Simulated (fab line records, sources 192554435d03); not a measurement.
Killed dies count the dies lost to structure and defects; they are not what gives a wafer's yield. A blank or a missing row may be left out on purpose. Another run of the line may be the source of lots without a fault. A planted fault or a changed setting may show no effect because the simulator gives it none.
Lot-split experiment / flow n5Finfet / 39 wafers read across 7 lots, on a route 1938 steps long

THE SPLIT ITSELF
At N5_PASSIVATION_ETCH_59 (etches TaN in Cl2/BCl3, target depth 65 nm, time 34.9 s), the setting timeS was moved away from the recipe's 34.9 s on 12 of the 39 wafers read, by -54.3% to +58.9%. This setting was run at the recipe's value on the other wafers.

The split's own step is where the reading is taken.

THE READING
etch.depthNm (the simulator's own value, which no gauge read), in nm, at N5_PASSIVATION_ETCH_59 (etches TaN in Cl2/BCl3, target depth 65 nm, time 34.9 s). There is no usual value for it anywhere in the file. The 27 wafers here that ran the recipe average 66.08 nm, standard deviation 1.7 nm.

wafer=L075.1; tool, chamber at the split=rieMetal-01, 0; timeS as run, s=34.9; against the recipe=recipe; etch.depthNm, nm=66.62; against lot-mates on the recipe=-
wafer=L075.2; tool, chamber at the split=rieMetal-01, 1; timeS as run, s=34.9; against the recipe=recipe; etch.depthNm, nm=63.29; against lot-mates on the recipe=-
wafer=L075.3; tool, chamber at the split=rieMetal-01, 0; timeS as run, s=25.64; against the recipe=-26.5%; etch.depthNm, nm=48.44; against lot-mates on the recipe=-15.94
wafer=L075.4; tool, chamber at the split=rieMetal-01, 1; timeS as run, s=25.64; against the recipe=-26.5%; etch.depthNm, nm=46.47; against lot-mates on the recipe=-17.91
wafer=L075.5; tool, chamber at the split=rieMetal-01, 1; timeS as run, s=34.9; against the recipe=recipe; etch.depthNm, nm=63.22; against lot-mates on the recipe=-
wafer=L075.6; tool, chamber at the split=rieMetal-01, 0; timeS as run, s=25.64; against the recipe=-26.5%; etch.depthNm, nm=48.24; against lot-mates on the recipe=-16.14
wafer=L077.1; tool, chamber at the split=rieMetal-03, 1; timeS as run, s=34.9; against the recipe=recipe; etch.depthNm, nm=64.35; against lot-mates on the recipe=-
wafer=L077.2; tool, chamber at the split=rieMetal-03, 0; timeS as run, s=34.9; against the recipe=recipe; etch.depthNm, nm=64.8; against lot-mates on the recipe=-
wafer=L077.6; tool, chamber at the split=rieMetal-03, 1; timeS as run, s=34.9; against the recipe=recipe; etch.depthNm, nm=63.94; against lot-mates on the recipe=-
wafer=L078.1; tool, chamber at the split=rieMetal-02, 0; timeS as run, s=34.9; against the recipe=recipe; etch.depthNm, nm=68.38; against lot-mates on the recipe=-
wafer=L078.2; tool, chamber at the split=rieMetal-02, 1; timeS as run, s=34.9; against the recipe=recipe; etch.depthNm, nm=67.94; against lot-mates on the recipe=-
wafer=L078.3; tool, chamber at the split=rieMetal-02, 1; timeS as run, s=34.9; against the recipe=recipe; etch.depthNm, nm=67.37; against lot-mates on the recipe=-
wafer=L078.4; tool, chamber at the split=rieMetal-02, 0; timeS as run, s=34.9; against the recipe=recipe; etch.depthNm, nm=68.64; against lot-mates on the recipe=-
wafer=L078.5; tool, chamber at the split=rieMetal-02, 1; timeS as run, s=34.9; against the recipe=recipe; etch.depthNm, nm=68.54; against lot-mates on the recipe=-
wafer=L078.6; tool, chamber at the split=rieMetal-02, 0; timeS as run, s=34.9; against the recipe=recipe; etch.depthNm, nm=68.02; against lot-mates on the recipe=-
wafer=L082.1; tool, chamber at the split=rieMetal-02, 0,1; timeS as run, s=34.9; against the recipe=recipe; etch.depthNm, nm=67.05; against lot-mates on the recipe=-
wafer=L082.4; tool, chamber at the split=rieMetal-02, 0,1; timeS as run, s=34.9; against the recipe=recipe; etch.depthNm, nm=67.05; against lot-mates on the recipe=-
wafer=L082.2; tool, chamber at the split=rieMetal-02, 1; timeS as run, s=34.9; against the recipe=recipe; etch.depthNm, nm=66.83; against lot-mates on the recipe=-
wafer=L082.3; tool, chamber at the split=rieMetal-02, 0; timeS as run, s=34.9; against the recipe=recipe; etch.depthNm, nm=66.81; against lot-mates on the recipe=-
wafer=L082.5; tool, chamber at the split=rieMetal-02, 1; timeS as run, s=34.9; against the recipe=recipe; etch.depthNm, nm=67.24; against lot-mates on the recipe=-
wafer=L082.6; tool, chamber at the split=rieMetal-02, 0; timeS as run, s=34.9; against the recipe=recipe; etch.depthNm, nm=67.41; against lot-mates on the recipe=-
wafer=L083.1; tool, chamber at the split=rieMetal-03, 1; timeS as run, s=55.44; against the recipe=+58.9%; etch.depthNm, nm=100.9; against lot-mates on the recipe=+36.86
wafer=L083.2; tool, chamber at the split=rieMetal-03, 0; timeS as run, s=34.9; against the recipe=recipe; etch.depthNm, nm=64.42; against lot-mates on the recipe=-
wafer=L083.3; tool, chamber at the split=rieMetal-03, 0; timeS as run, s=55.44; against the recipe=+58.9%; etch.depthNm, nm=103.2; against lot-mates on the recipe=+39.16
wafer=L083.4; tool, chamber at the split=rieMetal-03, 1; timeS as run, s=34.9; against the recipe=recipe; etch.depthNm, nm=63.46; against lot-mates on the recipe=-
wafer=L083.5; tool, chamber at the split=rieMetal-03, 0; timeS as run, s=34.9; against the recipe=recipe; etch.depthNm, nm=64.25; against lot-mates on the recipe=-
wafer=L083.6; tool, chamber at the split=rieMetal-03, 1; timeS as run, s=55.44; against the recipe=+58.9%; etch.depthNm, nm=101.6; against lot-mates on the recipe=+37.56
wafer=L087.1; tool, chamber at the split=rieMetal-03, 0; timeS as run, s=34.9; against the recipe=recipe; etch.depthNm, nm=64.4; against lot-mates on the recipe=-
wafer=L087.2; tool, chamber at the split=rieMetal-03, 1; timeS as run, s=21.26; against the recipe=-39.1%; etch.depthNm, nm=39.1; against lot-mates on the recipe=-25.39
wafer=L087.3; tool, chamber at the split=rieMetal-03, 1; timeS as run, s=34.9; against the recipe=recipe; etch.depthNm, nm=64.43; against lot-mates on the recipe=-
wafer=L087.4; tool, chamber at the split=rieMetal-03, 0; timeS as run, s=34.9; against the recipe=recipe; etch.depthNm, nm=64.63; against lot-mates on the recipe=-
wafer=L087.5; tool, chamber at the split=rieMetal-03, 0; timeS as run, s=21.26; against the recipe=-39.1%; etch.depthNm, nm=39.31; against lot-mates on the recipe=-25.18
wafer=L087.6; tool, chamber at the split=rieMetal-03, 1; timeS as run, s=21.26; against the recipe=-39.1%; etch.depthNm, nm=39.55; against lot-mates on the recipe=-24.94
wafer=L093.1; tool, chamber at the split=rieMetal-02, 1; timeS as run, s=15.96; against the recipe=-54.3%; etch.depthNm, nm=30.52; against lot-mates on the recipe=-36.54
wafer=L093.2; tool, chamber at the split=rieMetal-02, 0; timeS as run, s=34.9; against the recipe=recipe; etch.depthNm, nm=66.73; against lot-mates on the recipe=-
wafer=L093.3; tool, chamber at the split=rieMetal-02, 0; timeS as run, s=15.96; against the recipe=-54.3%; etch.depthNm, nm=30.69; against lot-mates on the recipe=-36.37
wafer=L093.4; tool, chamber at the split=rieMetal-02, 1; timeS as run, s=34.9; against the recipe=recipe; etch.depthNm, nm=67.5; against lot-mates on the recipe=-
wafer=L093.5; tool, chamber at the split=rieMetal-02, 0; timeS as run, s=34.9; against the recipe=recipe; etch.depthNm, nm=66.94; against lot-mates on the recipe=-
wafer=L093.6; tool, chamber at the split=rieMetal-02, 1; timeS as run, s=15.96; against the recipe=-54.3%; etch.depthNm, nm=30.73; against lot-mates on the recipe=-36.33
If several chambers appear in one row, that row covers several wafers at once and the file leaves open which wafer was in which chamber.

THE FIT
A straight line over all 39 wafers: etch.depthNm changes by +0.641 nm for each +1% of timeS; r = +0.99; the points scatter about the line by 1.7 nm.
The same after taking each lot's own level away (the mean of its wafers on the recipe; 39 wafers): +0.651 nm for each +1%; r = +1.00; scatter 0.75 nm.
Per that fit: largest timeS move, reading shift of 38 nm.
The span of the lots' own levels, 64.043 to 68.148 nm, comes to 2.4 times the standard deviation stated above.
Consequently the slope shifts little with the lot-to-lot level, the two slopes agreeing.
Check: +38.6 nm against its lot-mates is what the line predicts for one of the wafers moved furthest among these (+58.9%) when that wafer is left out of the fit. Against them it came out at +36.9 nm.

OTHER SPLITS ON THESE WAFERS
Before the reading, these wafers also passed through other splits. Each is held against what the fit with the lots' levels taken away leaves over:
other split on the same wafers=N5_BEOL_M12_ETCH_59 targetDepthA; wafers away from the commonest value=6; r with etch.depthNm (lot level and that fit taken away)=+0.03
other split on the same wafers=N5_BEOL_M14_SPUTTER_43 targetThkA; wafers away from the commonest value=15; r with etch.depthNm (lot level and that fit taken away)=+0.11

THE FILE'S OWN FIT
etch.depthNm changes by +0.652 nm for each +1% of timeS, r = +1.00.
